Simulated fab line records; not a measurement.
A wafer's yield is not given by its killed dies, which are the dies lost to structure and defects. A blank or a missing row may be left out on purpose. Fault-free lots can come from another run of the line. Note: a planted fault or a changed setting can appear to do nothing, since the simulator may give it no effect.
Chamber matching / flow n5-finfet / rie-diel-01 running N5_WELL_APT_DESCUM_13: 4 sister chambers
The step chemistry O2, time 7.9 s. 14 wafers are shown with their chamber, then 7 later ones without.

== EACH WAFER AND ITS CHAMBER ==
wafer=L077.1; chamber=1; showerhead-plenum-p-Torr (Torr)=2.14; drypump-motor-current-A (A)=5.8; oes-product-au (a.u.)=0.89
wafer=L077.2; chamber=2; showerhead-plenum-p-Torr (Torr)=2.05; drypump-motor-current-A (A)=6.3; oes-product-au (a.u.)=0.95
wafer=L077.5; chamber=1; showerhead-plenum-p-Torr (Torr)=2.14; drypump-motor-current-A (A)=5.7; oes-product-au (a.u.)=0.90
wafer=L078.1; chamber=1; showerhead-plenum-p-Torr (Torr)=2.14; drypump-motor-current-A (A)=5.8; oes-product-au (a.u.)=0.89
wafer=L078.3; chamber=0; showerhead-plenum-p-Torr (Torr)=2.22; drypump-motor-current-A (A)=5.7; oes-product-au (a.u.)=0.92
wafer=L078.5; chamber=3; showerhead-plenum-p-Torr (Torr)=2.11; drypump-motor-current-A (A)=5.6; oes-product-au (a.u.)=0.82
wafer=L079.3; chamber=0; showerhead-plenum-p-Torr (Torr)=2.22; drypump-motor-current-A (A)=5.7; oes-product-au (a.u.)=0.92
wafer=L079.5; chamber=0; showerhead-plenum-p-Torr (Torr)=2.22; drypump-motor-current-A (A)=5.7; oes-product-au (a.u.)=0.92
wafer=L079.6; chamber=3; showerhead-plenum-p-Torr (Torr)=2.11; drypump-motor-current-A (A)=5.5; oes-product-au (a.u.)=0.81
wafer=L080.3; chamber=1; showerhead-plenum-p-Torr (Torr)=2.13; drypump-motor-current-A (A)=5.8; oes-product-au (a.u.)=0.89
wafer=L080.5; chamber=0; showerhead-plenum-p-Torr (Torr)=2.22; drypump-motor-current-A (A)=5.7; oes-product-au (a.u.)=0.92
wafer=L080.6; chamber=1; showerhead-plenum-p-Torr (Torr)=2.13; drypump-motor-current-A (A)=5.8; oes-product-au (a.u.)=0.89
wafer=L092.1; chamber=0; showerhead-plenum-p-Torr (Torr)=2.21; drypump-motor-current-A (A)=5.7; oes-product-au (a.u.)=0.88
wafer=L092.2; chamber=3; showerhead-plenum-p-Torr (Torr)=2.10; drypump-motor-current-A (A)=5.6; oes-product-au (a.u.)=0.79

SIGNATURES (means of the wafers above)
reading=showerhead-plenum-p-Torr; chamber 0=2.2180; chamber 1=2.1360; chamber 2=2.0500; chamber 3=2.1067; scatter within a chamber=0.00516
reading=drypump-motor-current-A; chamber 0=5.700; chamber 1=5.780; chamber 2=6.300; chamber 3=5.567; scatter within a chamber=0.0383
reading=oes-product-au; chamber 0=0.9120; chamber 1=0.8920; chamber 2=0.9500; chamber 3=0.8067; scatter within a chamber=0.0135
Rule: for each reading, subtract the chamber's mean from the wafer's reading, divide by that reading's scatter and square the result; add these up over the readings and take the root, which gives the wafer's distance from the chamber. If the next closest chamber is less than 2 further off than the closest, the wafer can't be placed; otherwise it belongs to the closest. The scatter is the square root of a quotient: the sum, over the shown wafers, of each reading's squared deviation from its chamber's mean, divided by wafers minus chambers.

== WAFERS WHOSE CHAMBER IS MISSING ==
wafer=L092.5; showerhead-plenum-p-Torr (Torr)=2.21; drypump-motor-current-A (A)=5.7; oes-product-au (a.u.)=0.87
wafer=L095.1; showerhead-plenum-p-Torr (Torr)=2.04; drypump-motor-current-A (A)=6.2; oes-product-au (a.u.)=0.87
wafer=L095.2; showerhead-plenum-p-Torr (Torr)=2.12; drypump-motor-current-A (A)=5.7; oes-product-au (a.u.)=0.83
wafer=L095.4; showerhead-plenum-p-Torr (Torr)=2.10; drypump-motor-current-A (A)=5.6; oes-product-au (a.u.)=0.77
wafer=L097.4; showerhead-plenum-p-Torr (Torr)=2.12; drypump-motor-current-A (A)=5.8; oes-product-au (a.u.)=0.83
wafer=L097.5; showerhead-plenum-p-Torr (Torr)=2.03; drypump-motor-current-A (A)=6.3; oes-product-au (a.u.)=0.86
wafer=L097.6; showerhead-plenum-p-Torr (Torr)=2.10; drypump-motor-current-A (A)=5.6; oes-product-au (a.u.)=0.78

== THE CHAMBER EACH PASSED THROUGH ==
wafer=L092.5; from the rows above=0; in truth=0
wafer=L095.1; from the rows above=2; in truth=2
wafer=L095.2; from the rows above=can't be placed: 3 or 1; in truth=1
wafer=L095.4; from the rows above=3; in truth=3
wafer=L097.4; from the rows above=can't be placed: 1 or 3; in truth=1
wafer=L097.5; from the rows above=2; in truth=2
wafer=L097.6; from the rows above=3; in truth=3
Correctly placed: 5 of 7. Can't be placed from these rows: 2 (the true chamber is among the candidates in 2). Wrongly placed: 0.
